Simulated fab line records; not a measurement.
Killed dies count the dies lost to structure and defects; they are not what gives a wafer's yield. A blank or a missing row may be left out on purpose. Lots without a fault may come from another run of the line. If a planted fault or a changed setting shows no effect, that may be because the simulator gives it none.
fab line records | flow n5-finfet
record lots=7 | wafers=21
route steps=1938 shown BEOL_M4@1037 BEOL_M5@1160 BEOL_M6@1239
start-h: start of the lot's first displayed wafer, in hours after the record's first day | wait-h: hours elapsed since this lot's preceding step | " the same as in the row above | L1.1+2: a row that stands for several wafers | - no value, or no start given | * or withheld: withheld | < > ~ a bound
route shown NAME@n: NAME is a module with steps in the file, n the number in the route of the first one | usual: average and standard deviation across the fault-free wafers | same: alike in all rows | chamber/n: place in a boat | sites: readings site by site | _std_site: the standard deviation of these | _edge_site: inner sites' mean taken away from outer sites' mean | radius-mm: for every site, how far away it sits from the centre of the wafer | mask NAME#n: copy n | behind: tool/chamber where the wafer was last shaped | hold: why the lot went on hold/how many hours it stayed there/how the hold came to an end | device: which transistor (n, p or np) failed to switch | end of line: tests of these same wafers at the route's end | a step with no rows: only its recipe | killed: at the first sort, the dies lost to defects and structure; wafer yield is something else | map: shows each die of a wafer: x if killed, . if not, _ if none is there
set.NAME: the setting that was run; set.NAME@STEP: the one run at that earlier step | model.NAME: the simulator's own value behind a step, which no gauge read
lots with deliberately changed settings; one table per step, one row per wafer
## steps
# step N5_BEOL_M4_DESCUM_16
# recipe chemistry=O2 | time-s=7 | source-power-w=50 | bias-power-w=20 | pressure-mtorr=20 | rf-frequency-hz=2.712e+07 | temp-c=40 | resist=CAR-EUV | o2-flow-sccm=225
lot.wafer  | tool        | chamber | start-h | wait-h | set.time-s | model.CAR-EUV_of_BEOL_M4_COAT_05.thk-nm
L075.2+4+6 | rie-diel-04 | 2,3,2   | 168.01  | 0.0    | 7          | 26
L077.2     | rie-diel-06 | 0       | 172.85  | 0.0    | 5.487      | 26.8
L077.3+6   | "           | 1       | "       | "      | 7          | 26
L085.3     | rie-diel-06 | 2       | 227.86  | 0.0    | 7          | 26
L085.4+6   | "           | 0       | "       | "      | 7          | 26.2
L087.2+3+6 | rie-diel-06 | 1,3,0   | 232.80  | 0.0    | 7          | 26.2
L090.2     | rie-diel-06 | 3       | 266.77  | 0.0    | 7          | 26.2
L090.5+6   | "           | 0,3     | "       | "      | 8.289      | 25.4
L094.2+3+6 | rie-diel-01 | 0,3,2   | 276.66  | 0.0    | 7          | 26
L096.1     | rie-diel-06 | 3       | 288.46  | 0.2    | 6.388      | 26.2
L096.2     | "           | 2       | "       | "      | 7          | 26
L096.4     | "           | 0       | "       | "      | 6.388      | 26.4
# step N5_BEOL_M4_ETCH_74
# recipe chemistry=N2/H2 | target=underlayer | target-depth-a=65 | mask-material=CAR-EUV | time-s=5.2 | ion-energy-ev=200 | pressure-mtorr=30 | source-w=840 | bias-w=150 | n2-flow-sccm=200 | h2-flow-sccm=200 | ends=cleared
lot.wafer  | tool        | chamber | start-h | wait-h | set.time-s@BEOL_M4_DESCUM_16 | model.CAR-EUV_of_BEOL_M4_COAT_05.thk-nm
L075.2+4   | rie-diel-04 | 2,3     | 168.04  | 0.0    | 7                            | 20.4
L075.6     | "           | 2       | "       | "      | 7                            | 20.2
L077.2     | rie-diel-06 | 0       | 172.89  | 0.0    | 5.487                        | 21
L077.3     | "           | 1       | "       | "      | 7                            | 20.2
L077.6     | "           | 1       | "       | "      | 7                            | 20.4
L085.3     | rie-diel-06 | 2       | 227.89  | 0.0    | 7                            | 20.2
L085.4+6   | "           | 0       | "       | "      | 7                            | 20.4
L087.2     | rie-diel-06 | 1       | 232.83  | 0.0    | 7                            | 20.4
L087.3+6   | "           | 3,0     | "       | "      | 7                            | 20.6
L090.2     | rie-diel-06 | 3       | 266.80  | 0.0    | 7                            | 20.4
L090.5+6   | "           | 0,3     | "       | "      | 8.289                        | 19.6
L094.2+3+6 | rie-diel-01 | 0,3,2   | 276.69  | 0.0    | 7                            | 20.4
L096.1+4   | rie-diel-06 | 3,0     | 288.49  | 0.0    | 6.388                        | 20.6
L096.2     | "           | 2       | "       | "      | 7                            | 20.2
# step N5_BEOL_M4_COAT_68
# recipe resist=SiARC | temp-c=220 | time-s=60 | spin-rpm=1500 | resist-thk-nm=12
lot.wafer  | tool           | chamber | start-h | wait-h | set.spin-rpm | model.SiARC_of_BEOL_M4_COAT_68.thk-nm
L075.2+4+6 | litho-track-01 | 0       | -       | -      | 1500         | 12
L077.2     | litho-track-01 | 0       | -       | -      | 1626         | 11.6
L077.3+6   | "              | 0       | "       | "      | 1500         | 12
L085.3+6   | litho-track-04 | 0       | -       | -      | 1662         | 11.4
L085.4     | "              | 0       | "       | "      | 1500         | 12
L087.2     | litho-track-01 | 0       | -       | -      | 1500         | 12
L087.3+6   | "              | 0       | "       | "      | 1384         | 12.6
L090.2+5+6 | litho-track-05 | 0       | -       | -      | 1500         | 12
L094.2     | litho-track-05 | 0       | -       | -      | 1500         | 12
L094.3+6   | "              | 0       | "       | "      | 1633         | 11.4
L096.1+2+4 | litho-track-01 | 0       | -       | -      | 1500         | 12
# step N5_BEOL_M4_COAT_76
# recipe resist=underlayer | temp-c=205 | time-s=60 | spin-rpm=1500 | resist-thk-nm=5
# step N5_BEOL_M4_COAT_22
# recipe resist=CAR-EUV | spin-rpm=1500 | resist-thk-nm=30
# step N5_BEOL_M4_DESCUM_33
# recipe chemistry=O2 | time-s=7 | source-power-w=50 | bias-power-w=20 | pressure-mtorr=20 | rf-frequency-hz=2.712e+07 | temp-c=40 | resist=CAR-EUV | o2-flow-sccm=225
# step N5_BEOL_M4_ETCH_77
# recipe chemistry=N2/H2 | target=underlayer | target-depth-a=65 | mask-material=CAR-EUV | time-s=5.2 | ion-energy-ev=200 | pressure-mtorr=30 | source-w=840 | bias-w=150 | n2-flow-sccm=200 | h2-flow-sccm=200 | ends=cleared
# step N5_BEOL_M4_ETCH_69
# recipe chemistry=CF4 | target=SiARC | target-depth-a=156 | mask-material=CAR-EUV | time-s=26 | ion-energy-ev=80 | pressure-mtorr=40 | source-w=545 | bias-w=36 | Ar_flow_sccm=100 | cf4-flow-sccm=100 | ends=cleared
# usual etch-rf-on-time-s=25.9/0.36
lot.wafer | tool        | chamber | start-h | wait-h | set.spin-rpm@BEOL_M4_COAT_68 | etch-rf-on-time-s | model.etch.depth-nm | model.CAR-EUV_of_BEOL_M4_COAT_22.thk-nm
L075.2    | rie-diel-06 | 3       | 169.12  | 0.0    | 1500                         | 26.0              | 11.92               | 11.2
L075.4    | "           | 1       | "       | "      | 1500                         | 26.0              | 11.99               | 11.2
L075.6    | "           | 0       | "       | "      | 1500                         | 26.0              | 11.97               | 11.4
L077.2    | rie-diel-04 | 0       | 173.78  | 0.0    | 1626                         | 25.1              | 11.54               | 11.4
L077.3    | "           | 3       | "       | "      | 1500                         | 25.5              | 11.99               | 11.2
L077.6    | "           | 2       | "       | "      | 1500                         | 25.7              | 12.01               | 11
L085.3    | rie-diel-04 | 2       | 229.22  | 0.0    | 1662                         | 24.5              | 11.4                | 11.6
L085.4    | "           | 3       | "       | "      | 1500                         | 25.7              | 12.01               | 11.2
L085.6    | "           | 0       | "       | "      | 1662                         | 24.1              | 11.37               | 11.6
L087.2    | rie-diel-01 | 1       | 233.85  | 0.0    | 1500                         | 25.9              | 12.02               | 11
L087.3    | "           | 2       | "       | "      | 1384                         | 27.2              | 12.52               | 10.6
L087.6    | "           | 1       | "       | "      | 1384                         | 26.8              | 12.53               | 10.6
L090.2    | rie-diel-04 | 2       | 267.73  | 0.0    | 1500                         | 25.8              | 12                  | 11
L090.5    | "           | 3       | "       | "      | 1500                         | 25.4              | 11.98               | 11
L090.6    | "           | 2       | "       | "      | 1500                         | 25.9              | 12.02               | 11
L094.2    | rie-diel-01 | 1       | 277.59  | 0.0    | 1500                         | 25.4              | 11.95               | 11.2
L094.3    | "           | 0       | "       | "      | 1633                         | 24.0              | 11.45               | 11.6
L094.6    | "           | 2       | "       | "      | 1633                         | 24.7              | 11.46               | 11.6
L096.1    | rie-diel-06 | 2       | 289.49  | 0.0    | 1500                         | 26.0              | 12.07               | 11
L096.2    | "           | 0       | "       | "      | 1500                         | 26.0              | 12.02               | 11.2
L096.4    | "           | 3       | "       | "      | 1500                         | 26.3              | 12.03               | 11.2
# step N5_BEOL_M4_ALD_98
# recipe material=SiO2 | target-thk-a=25 | temp-c=100 | ald-precursor-family=BDEAS | ald-co-reactant=O2-plasma | pulse-time-s=1 | co-reactant-pulse-time-s=1 | purge-time-s=2 | co-reactant-purge-time-s=2 | ald-cycles=17 | pressure-torr=2
# step N5_BEOL_M4_ETCHBACK_99
# recipe chemistry=CHF3 | target=SiO2 | target-depth-a=50 | time-s=10.4 | source-w=215 | bias-w=47 | Ar_flow_sccm=200 | CHF3_flow_sccm=12 | ion-energy-ev=100 | pressure-mtorr=30
lot.wafer  | tool        | chamber | start-h | wait-h | set.spin-rpm@BEOL_M4_COAT_68 | model.CAR-EUV_of_BEOL_M4_COAT_22.thk-nm
L075.2+4+6 | rie-diel-06 | 1,3,2   | 171.95  | 2.7    | 1500                         | 10.6
L077.2     | rie-diel-01 | 2       | 182.05  | 7.7    | 1626                         | 10.8
L077.3     | "           | 0       | "       | "      | 1500                         | 10.4
L077.6     | "           | 2       | "       | "      | 1500                         | 10.2
L085.3+6   | rie-diel-06 | 3,2     | 232.11  | 2.8    | 1662                         | 11
L085.4     | "           | 2       | "       | "      | 1500                         | 10.4
L087.2     | rie-diel-04 | 3       | 239.91  | 5.5    | 1500                         | 10.2
L087.3     | "           | 2       | "       | "      | 1384                         | 9.8
L087.6     | "           | 3       | "       | "      | 1384                         | 10
L090.2+5+6 | rie-diel-04 | 1,2,1   | 269.45  | 1.0    | 1500                         | 10.4
L094.2     | rie-diel-01 | 1       | 279.17  | 0.9    | 1500                         | 10.6
L094.3+6   | "           | 0,2     | "       | "      | 1633                         | 10.8
L096.1+4   | rie-diel-01 | 2,0     | 290.51  | 0.9    | 1500                         | 10.4
L096.2     | "           | 3       | "       | "      | 1500                         | 10.6
# step N5_BEOL_M4_ETCH_70
# recipe chemistry=N2/H2 | target=SOC | target-depth-a=800 | overetch-a=240 | mask-material=SiARC | temp-c=40 | time-s=130 | ion-energy-ev=200 | pressure-mtorr=30 | source-w=840 | bias-w=150 | n2-flow-sccm=200 | h2-flow-sccm=200
lot.wafer | tool        | chamber | start-h | wait-h | set.h2-flow-sccm | set.spin-rpm@BEOL_M4_COAT_68 | model.SiARC_of_BEOL_M4_COAT_68.thk-nm
L075.2+4  | rie-diel-06 | 1,3     | 171.98  | 0.0    | 200              | 1500                         | 6
L075.6    | "           | 2       | "       | "      | 200              | 1500                         | 5.8
L077.2    | rie-diel-01 | 2       | 182.08  | 0.0    | 204.2            | 1626                         | 5.4
L077.3    | "           | 0       | "       | "      | 204.2            | 1500                         | 5.6
L077.6    | "           | 2       | "       | "      | 200              | 1500                         | 5.8
L085.3    | rie-diel-06 | 3       | 232.14  | 0.0    | 200              | 1662                         | 5.4
L085.4    | "           | 2       | "       | "      | 200              | 1500                         | 6
L085.6    | "           | 2       | "       | "      | 200              | 1662                         | 5.2
L087.2    | rie-diel-04 | 3       | 239.95  | 0.0    | 192              | 1500                         | 5.8
L087.3    | "           | 2       | "       | "      | 200              | 1384                         | 6.4
L087.6    | "           | 3       | "       | "      | 200              | 1384                         | 6.2
L090.2+6  | rie-diel-04 | 1       | 269.48  | 0.0    | 200              | 1500                         | 6
L090.5    | "           | 2       | "       | "      | 208.3            | 1500                         | 5.8
L094.2    | rie-diel-01 | 1       | 279.20  | 0.0    | 200              | 1500                         | 5.8
L094.3    | "           | 0       | "       | "      | 209.5            | 1633                         | 5.2
L094.6    | "           | 2       | "       | "      | 200              | 1633                         | 5.4
L096.1    | rie-diel-01 | 2       | 290.55  | 0.0    | 200              | 1500                         | 6
L096.2    | "           | 3       | "       | "      | 192.5            | 1500                         | 6
L096.4    | "           | 0       | "       | "      | 192.5            | 1500                         | 5.8
# step N5_BEOL_M5_TRENCH_ETCH_37
# recipe chemistry=C4F6/O2 | target-depth-a=716.52 | target=SiCOH_lowk | time-s=24.7 | ion-energy-ev=250 | pressure-mtorr=30 | source-w=345 | bias-w=185 | Ar_flow_sccm=300 | C4F6_flow_sccm=10 | O2_flow_sccm=10
# usual rf-vpp-V=662/9.7
lot.wafer | tool        | chamber | start-h | wait-h | set.source-w | rf-vpp-V | model.etch.depth-nm | model.BEOL_M5.feature-depth-nm
L075.2    | rie-diel-05 | 3       | -       | -      | 345          | 650      | 72.21               | 72.2
L075.4    | "           | 1       | "       | "      | 345          | 657      | 69.44               | 69.4
L075.6    | "           | 0       | "       | "      | 345          | 668      | 70.73               | 70.8
L077.2    | rie-diel-03 | 0       | -       | -      | 386.7        | 617      | 74.27               | 74.2
L077.3    | "           | 2       | "       | "      | 386.7        | 619      | 75.59               | 75.6
L077.6    | "           | 2       | "       | "      | 345          | 655      | 72                  | 72
L085.3    | rie-diel-03 | 0       | -       | -      | 345          | 656      | 72.6                | 72.6
L085.4    | "           | 2       | "       | "      | 345          | 655      | 72.85               | 72.8
L085.6    | "           | 3       | "       | "      | 345          | 663      | 71.6                | 71.6
L087.2    | rie-diel-05 | 3       | -       | -      | 345          | 649      | 71.34               | 71.4
L087.3    | "           | 2       | "       | "      | 345          | 675      | 70.38               | 70.4
L087.6    | "           | 3       | "       | "      | 403.2        | 601      | 75.62               | 75.6
L090.2    | rie-diel-05 | 3       | -       | -      | 396.5        | 605      | 75.98               | 76
L090.5    | "           | 3       | "       | "      | 396.5        | 604      | 76.23               | 76.2
L090.6    | "           | 0       | "       | "      | 345          | 666      | 73.05               | 73
L094.2    | rie-diel-05 | 1       | -       | -      | 345          | 657      | 69.99               | 70
L094.3    | "           | 3       | "       | "      | 345          | 650      | 71.87               | 71.8
L094.6    | "           | 1       | "       | "      | 345          | 660      | 70.01               | 70
L096.1    | rie-diel-03 | 1       | -       | -      | 345          | 657      | 70.27               | 70.2
L096.2    | "           | 2       | "       | "      | 390.4        | 616      | 75                  | 75
L096.4    | "           | 0       | "       | "      | 390.4        | 613      | 74.39               | 74.4
# step N5_BEOL_M5_ETCH_41
# recipe chemistry=CH3F/O2 | target=SiCN | target-depth-a=315 | taper-deg=2 | time-s=56.7 | ion-energy-ev=120 | mask-material=TiN | pressure-mtorr=30 | source-w=395 | bias-w=75 | Ar_flow_sccm=150 | CH3F_flow_sccm=30 | O2_flow_sccm=20
# usual rf-vpp-V=297.3/1.4
lot.wafer | tool        | chamber | start-h | wait-h | set.source-w | rf-vpp-V | model.etch.depth-nm
L075.2    | rie-diel-05 | 3       | -       | -      | 395          | 295.4    | 21.41
L075.4    | "           | 1       | "       | "      | 395          | 298.8    | 20.93
L075.6    | "           | 0       | "       | "      | 395          | 298.6    | 20.95
L077.2    | rie-diel-03 | 0       | -       | -      | 332.2        | 315.5    | 20.13
L077.3    | "           | 2       | "       | "      | 395          | 299.2    | 21.63
L077.6    | "           | 2       | "       | "      | 332.2        | 315.8    | 20.46
L085.3    | rie-diel-03 | 0       | -       | -      | 358.1        | 307.6    | 20.9
L085.4    | "           | 2       | "       | "      | 395          | 298.4    | 21.8
L085.6    | "           | 3       | "       | "      | 358.1        | 305.7    | 20.5
L087.2    | rie-diel-05 | 3       | -       | -      | 395          | 294.6    | 21.58
L087.3    | "           | 2       | "       | "      | 395          | 294.9    | 21.36
L087.6    | "           | 3       | "       | "      | 395          | 296.5    | 21.59
L090.2    | rie-diel-05 | 3       | -       | -      | 356.9        | 306.2    | 20.46
L090.5    | "           | 3       | "       | "      | 395          | 294.7    | 21.25
L090.6    | "           | 0       | "       | "      | 395          | 297.8    | 21.77
L094.2    | rie-diel-05 | 1       | -       | -      | 395          | 297.5    | 20.8
L094.3    | "           | 3       | "       | "      | 435.3        | 284.9    | 21.85
L094.6    | "           | 1       | "       | "      | 435.3        | 288.3    | 21.66
L096.1    | rie-diel-03 | 1       | -       | -      | 418.1        | 291.7    | 21.77
L096.2    | "           | 2       | "       | "      | 418.1        | 292.4    | 22.2
L096.4    | "           | 0       | "       | "      | 418.1        | 292.7    | 21.89
# step N5_BEOL_M5_STRIP_91
# recipe chemistry=N2/H2 | time-s=10 | power-w=450 | temp-c=40 | pressure-mtorr=20 | rf-frequency-hz=6e+07 | bias-power-w=7 | n2-flow-sccm=200 | h2-flow-sccm=200
# step N5_BEOL_M5_OCD_MEAS_38
# usual trench-depth-nm=71.5/1.1
lot.wafer | tool   | chamber | start-h | wait-h | set.source-w@BEOL_M5_TRENCH_ETCH_37 | trench-depth-nm
L075.2    | ocd-01 | -       | 182.23  | -      | 345                                 | 72.1
L075.4    | "      | -       | "       | "      | 345                                 | 69.5
L075.6    | "      | -       | "       | "      | 345                                 | 70.9
L077.2    | ocd-01 | -       | 192.30  | -      | 386.7                               | 74.4
L077.3    | "      | -       | "       | "      | 386.7                               | 75.1
L077.6    | "      | -       | "       | "      | 345                                 | 72.1
L085.3    | ocd-01 | -       | 241.78  | -      | 345                                 | 73.2
L085.4    | "      | -       | "       | "      | 345                                 | 73.1
L085.6    | "      | -       | "       | "      | 345                                 | 70.8
L087.2    | ocd-02 | -       | 251.78  | -      | 345                                 | 71.3
L087.3    | "      | -       | "       | "      | 345                                 | 70.4
L087.6    | "      | -       | "       | "      | 403.2                               | 75.3
L090.2    | ocd-01 | -       | 283.65  | -      | 396.5                               | 75.8
L090.5    | "      | -       | "       | "      | 396.5                               | 76.4
L090.6    | "      | -       | "       | "      | 345                                 | 73.0
L094.2    | ocd-01 | -       | 289.44  | -      | 345                                 | 69.9
L094.3    | "      | -       | "       | "      | 345                                 | 71.8
L094.6    | "      | -       | "       | "      | 345                                 | 69.9
L096.1    | ocd-02 | -       | 302.29  | -      | 345                                 | 69.8
L096.2    | "      | -       | "       | "      | 390.4                               | 75.8
L096.4    | "      | -       | "       | "      | 390.4                               | 74.0
# step N5_BEOL_M5_HM_STRIP_39
# recipe chemistry=peroxide-tin-strip | material=TiN | target-depth-a=250 | temp-c=50 | time-s=158
# step N5_BEOL_M5_SRD_40
# recipe time-s=30 | temp-c=23 | rinse-liquid=diw | dry=ipa-marangoni
# step N5_BEOL_M5_ECD_50
# recipe material=Cu | target-thk-a=3000
# step N5_BEOL_M5_ANNEAL_51
# recipe temp-c=225 | time-s=90 | ambient=N2
# step N5_BEOL_M5_CMP_52
# recipe stop-on=SiCOH_lowk | t-overpolish-s=6.9 | down-force-psi=1 | platen-rpm=50 | clearing-platen-down-force-psi=1.5 | clearing-platen-rpm=50 | post-cmp-clean=cu-alkaline | target-thk-nm=62 | clearing-platen-pad-velocity-m-s=0.99484 | pad-velocity-m-s=0.99484
lot.wafer | tool   | chamber | start-h | wait-h | set.source-w@BEOL_M5_TRENCH_ETCH_37 | model.Cu_of_BEOL_M5_ECD_50.thk-nm
L075.2    | cmp-04 | 3       | 190.27  | 0.2    | 345                                 | 63.6
L075.4    | "      | 0       | "       | "      | 345                                 | 60.8
L075.6    | "      | 0       | "       | "      | 345                                 | 62.2
L077.2    | cmp-04 | 1       | 199.46  | 0.3    | 386.7                               | 64.4
L077.3    | "      | 2       | "       | "      | 386.7                               | 65.4
L077.6    | "      | 3       | "       | "      | 345                                 | 62.6
L085.3    | cmp-04 | 3       | 249.20  | 0.2    | 345                                 | 62.4
L085.4    | "      | 1       | "       | "      | 345                                 | 63
L085.6    | "      | 0       | "       | "      | 345                                 | 59.6
L087.3    | cmp-01 | 3       | 258.82  | 0.3    | 345                                 | 60.6
L087.2    | "      | 0       | "       | "      | 345                                 | 61
L087.6    | "      | 1       | "       | "      | 403.2                               | 65.4
L090.2    | cmp-04 | 0       | 290.03  | 0.3    | 396.5                               | 68
L090.6    | "      | 1       | "       | "      | 345                                 | 62
L090.5    | "      | 2       | "       | "      | 396.5                               | 66.2
L094.2    | cmp-03 | 2       | 296.11  | 0.2    | 345                                 | 59.4
L094.3    | "      | 1       | "       | "      | 345                                 | 61.4
L094.6    | "      | 2       | "       | "      | 345                                 | 59.8
L096.1    | cmp-03 | 3       | 308.81  | 0.3    | 345                                 | 61.4
L096.4+2  | "      | 0,1     | "       | "      | 390.4                               | 65.2
# step N5_BEOL_M5_THK_MEAS_53
# recipe thk-meas-gauge=xrf | reads=Cu_of_BEOL_M5_ECD_50
# usual M5_THK=63.1/1.4
lot.wafer | tool          | chamber | start-h | wait-h | set.source-w@BEOL_M5_TRENCH_ETCH_37 | M5_THK[nm]
L075.2    | film-metro-01 | -       | 190.56  | -      | 345                                 | 64.6
L075.4    | "             | -       | "       | "      | 345                                 | 61.6
L075.6    | "             | -       | "       | "      | 345                                 | 63.2
L077.2    | film-metro-02 | -       | 199.68  | -      | 386.7                               | 66.8
L077.3    | "             | -       | "       | "      | 386.7                               | 67.3
L077.6    | "             | -       | "       | "      | 345                                 | 64.5
L085.3    | film-metro-01 | -       | 249.50  | -      | 345                                 | 63.8
L085.4    | "             | -       | "       | "      | 345                                 | 64.5
L085.6    | "             | -       | "       | "      | 345                                 | 61.0
L087.2    | film-metro-01 | -       | 259.04  | -      | 345                                 | 62.7
L087.3    | "             | -       | "       | "      | 345                                 | 62.0
L087.6    | "             | -       | "       | "      | 403.2                               | 66.9
L090.2    | film-metro-01 | -       | 290.22  | -      | 396.5                               | 70.0
L090.5    | "             | -       | "       | "      | 396.5                               | 68.1
L090.6    | "             | -       | "       | "      | 345                                 | 64.0
L094.2    | film-metro-02 | -       | 296.40  | -      | 345                                 | 60.6
L094.3    | "             | -       | "       | "      | 345                                 | 62.7
L094.6    | "             | -       | "       | "      | 345                                 | 61.2
L096.1    | film-metro-01 | -       | 309.07  | -      | 345                                 | 63.0
L096.2    | "             | -       | "       | "      | 390.4                               | 67.0
L096.4    | "             | -       | "       | "      | 390.4                               | 66.9
# step N5_BEOL_M6_TRENCH_ETCH_37
# recipe chemistry=C4F6/O2 | target-depth-a=944.35 | target=SiCOH_lowk | time-s=31.5 | ion-energy-ev=250 | pressure-mtorr=30 | source-w=345 | bias-w=185 | Ar_flow_sccm=300 | C4F6_flow_sccm=10 | O2_flow_sccm=10
lot.wafer | tool        | chamber | start-h | wait-h | set.time-s | model.BEOL_M6.feature-depth-nm | model.etch.depth-nm
L075.2    | rie-diel-04 | 1       | -       | -      | 31.5       | 93.6                           | 93.53
L075.4    | "           | 3       | "       | "      | 31.5       | 95.2                           | 95.23
L075.6    | "           | 1       | "       | "      | 31.5       | 93.4                           | 93.43
L077.2    | rie-diel-06 | 1       | -       | -      | 31.5       | 92.6                           | 92.61
L077.3    | "           | 3       | "       | "      | 31.5       | 92.8                           | 92.88
L077.6    | "           | 2       | "       | "      | 31.5       | 93.6                           | 93.51
L085.3    | rie-diel-01 | 0       | -       | -      | 31.5       | 96.8                           | 96.76
L085.4    | "           | 3       | "       | "      | 33.99      | 102.6                          | 102.6
L085.6    | "           | 3       | "       | "      | 33.99      | 102.2                          | 102.2
L087.2    | rie-diel-04 | 3       | -       | -      | 31.5       | 94.6                           | 94.63
L087.3    | "           | 1       | "       | "      | 26.43      | 77.8                           | 77.82
L087.6    | "           | 2       | "       | "      | 31.5       | 93.8                           | 93.73
L090.2    | rie-diel-04 | 0       | -       | -      | 24.96      | 75.8                           | 75.8
L090.5    | "           | 2       | "       | "      | 24.96      | 74.4                           | 74.33
L090.6    | "           | 3       | "       | "      | 31.5       | 94.6                           | 94.68
L094.2    | rie-diel-01 | 0       | -       | -      | 31.5       | 95.2                           | 95.2
L094.3    | "           | 1       | "       | "      | 31.5       | 93                             | 92.97
L094.6    | "           | 1       | "       | "      | 31.5       | 92.2                           | 92.15
L096.1    | rie-diel-01 | 2       | -       | -      | 31.5       | 92.4                           | 92.4
L096.2    | "           | 0       | "       | "      | 31.5       | 95.6                           | 95.57
L096.4    | "           | 3       | "       | "      | 31.5       | 93.2                           | 93.16
# step N5_BEOL_M6_ETCH_41
# recipe chemistry=CH3F/O2 | target=SiCN | target-depth-a=297 | taper-deg=2 | time-s=52 | ion-energy-ev=120 | mask-material=TiN | pressure-mtorr=30 | source-w=395 | bias-w=75 | Ar_flow_sccm=150 | CH3F_flow_sccm=30 | O2_flow_sccm=20
# step N5_BEOL_M6_STRIP_80
# recipe chemistry=N2/H2 | time-s=10 | power-w=450 | temp-c=40 | pressure-mtorr=20 | rf-frequency-hz=6e+07 | bias-power-w=7 | n2-flow-sccm=200 | h2-flow-sccm=200
# step N5_BEOL_M6_OCD_MEAS_38
# usual trench-depth-nm=94.0/1.3
lot.wafer | tool   | chamber | start-h | wait-h | set.time-s@BEOL_M6_TRENCH_ETCH_37 | trench-depth-nm
L075.2    | ocd-02 | -       | 194.03  | -      | 31.5                              | 93.7
L075.4    | "      | -       | "       | "      | 31.5                              | 95.1
L075.6    | "      | -       | "       | "      | 31.5                              | 94.0
L077.2    | ocd-01 | -       | 203.47  | -      | 31.5                              | 93.0
L077.3    | "      | -       | "       | "      | 31.5                              | 93.0
L077.6    | "      | -       | "       | "      | 31.5                              | 94.1
L085.3    | ocd-01 | -       | 254.72  | -      | 31.5                              | 97.0
L085.4    | "      | -       | "       | "      | 33.99                             | 102.3
L085.6    | "      | -       | "       | "      | 33.99                             | 102.6
L087.2    | ocd-01 | -       | 266.63  | -      | 31.5                              | 94.7
L087.3    | "      | -       | "       | "      | 26.43                             | 77.5
L087.6    | "      | -       | "       | "      | 31.5                              | 93.5
L090.2    | ocd-01 | -       | 295.09  | -      | 24.96                             | 75.7
L090.5    | "      | -       | "       | "      | 24.96                             | 74.4
L090.6    | "      | -       | "       | "      | 31.5                              | 94.8
L094.2    | ocd-02 | -       | 302.37  | -      | 31.5                              | 95.1
L094.3    | "      | -       | "       | "      | 31.5                              | 92.8
L094.6    | "      | -       | "       | "      | 31.5                              | 92.3
L096.1    | ocd-01 | -       | 313.97  | -      | 31.5                              | 92.3
L096.2    | "      | -       | "       | "      | 31.5                              | 96.0
L096.4    | "      | -       | "       | "      | 31.5                              | 93.4
## key
split step=N5_BEOL_M4_DESCUM_16 | setting=time-s | stated=7 | by=wafer
response step=N5_BEOL_M4_DESCUM_16 | reading=model.CAR-EUV_of_BEOL_M4_COAT_05.thk-nm | change=-0.0392 | per=1% | r=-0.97
response step=N5_BEOL_M4_ETCH_74 | reading=model.CAR-EUV_of_BEOL_M4_COAT_05.thk-nm | change=-0.0378 | per=1% | r=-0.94
split step=N5_BEOL_M4_COAT_68 | setting=spin-rpm | stated=1500 | by=wafer
response step=N5_BEOL_M4_COAT_68 | reading=model.SiARC_of_BEOL_M4_COAT_68.thk-nm | change=-0.0608 | per=1% | r=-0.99
response step=N5_BEOL_M4_ETCH_69 | reading=etch-rf-on-time-s | change=* | per=1% | r=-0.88
response step=N5_BEOL_M4_ETCH_69 | reading=model.etch.depth-nm | change=-0.058 | per=1% | r=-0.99
response step=N5_BEOL_M4_ETCH_69 | reading=model.CAR-EUV_of_BEOL_M4_COAT_22.thk-nm | change=+0.0414 | per=1% | r=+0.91
response step=N5_BEOL_M4_ETCHBACK_99 | reading=model.CAR-EUV_of_BEOL_M4_COAT_22.thk-nm | change=+0.0454 | per=1% | r=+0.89
response step=N5_BEOL_M4_ETCH_70 | reading=model.SiARC_of_BEOL_M4_COAT_68.thk-nm | change=-0.0564 | per=1% | r=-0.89
split step=N5_BEOL_M4_ETCH_70 | setting=h2-flow-sccm | stated=200 | by=wafer
response none clear
split step=N5_BEOL_M5_TRENCH_ETCH_37 | setting=source-w | stated=345 | by=wafer
response step=N5_BEOL_M5_TRENCH_ETCH_37 | reading=rf-vpp-V | change=-3.58 | per=1% | r=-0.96
response step=N5_BEOL_M5_TRENCH_ETCH_37 | reading=model.etch.depth-nm | change=+0.266 | per=1% | r=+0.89
response step=N5_BEOL_M5_TRENCH_ETCH_37 | reading=model.BEOL_M5.feature-depth-nm | change=+0.266 | per=1% | r=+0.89
response step=N5_BEOL_M5_OCD_MEAS_38 | reading=trench-depth-nm | change=+0.268 | per=1% | r=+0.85
response step=N5_BEOL_M5_CMP_52 | reading=model.Cu_of_BEOL_M5_ECD_50.thk-nm | change=+0.28 | per=1% | r=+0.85
response step=N5_BEOL_M5_THK_MEAS_53 | reading=M5_THK | change=+0.282 | per=1% | r=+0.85
split step=N5_BEOL_M5_ETCH_41 | setting=source-w | stated=395 | by=wafer
response step=N5_BEOL_M5_ETCH_41 | reading=rf-vpp-V | change=-1.02 | per=1% | r=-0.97
response step=N5_BEOL_M5_ETCH_41 | reading=model.etch.depth-nm | change=+0.0954 | per=1% | r=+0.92
split step=N5_BEOL_M6_TRENCH_ETCH_37 | setting=time-s | stated=31.5 | by=wafer
response step=N5_BEOL_M6_TRENCH_ETCH_37 | reading=model.BEOL_M6.feature-depth-nm | change=+0.947 | per=1% | r=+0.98
response step=N5_BEOL_M6_TRENCH_ETCH_37 | reading=model.etch.depth-nm | change=+0.951 | per=1% | r=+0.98
response step=N5_BEOL_M6_OCD_MEAS_38 | reading=trench-depth-nm | change=+0.956 | per=1% | r=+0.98
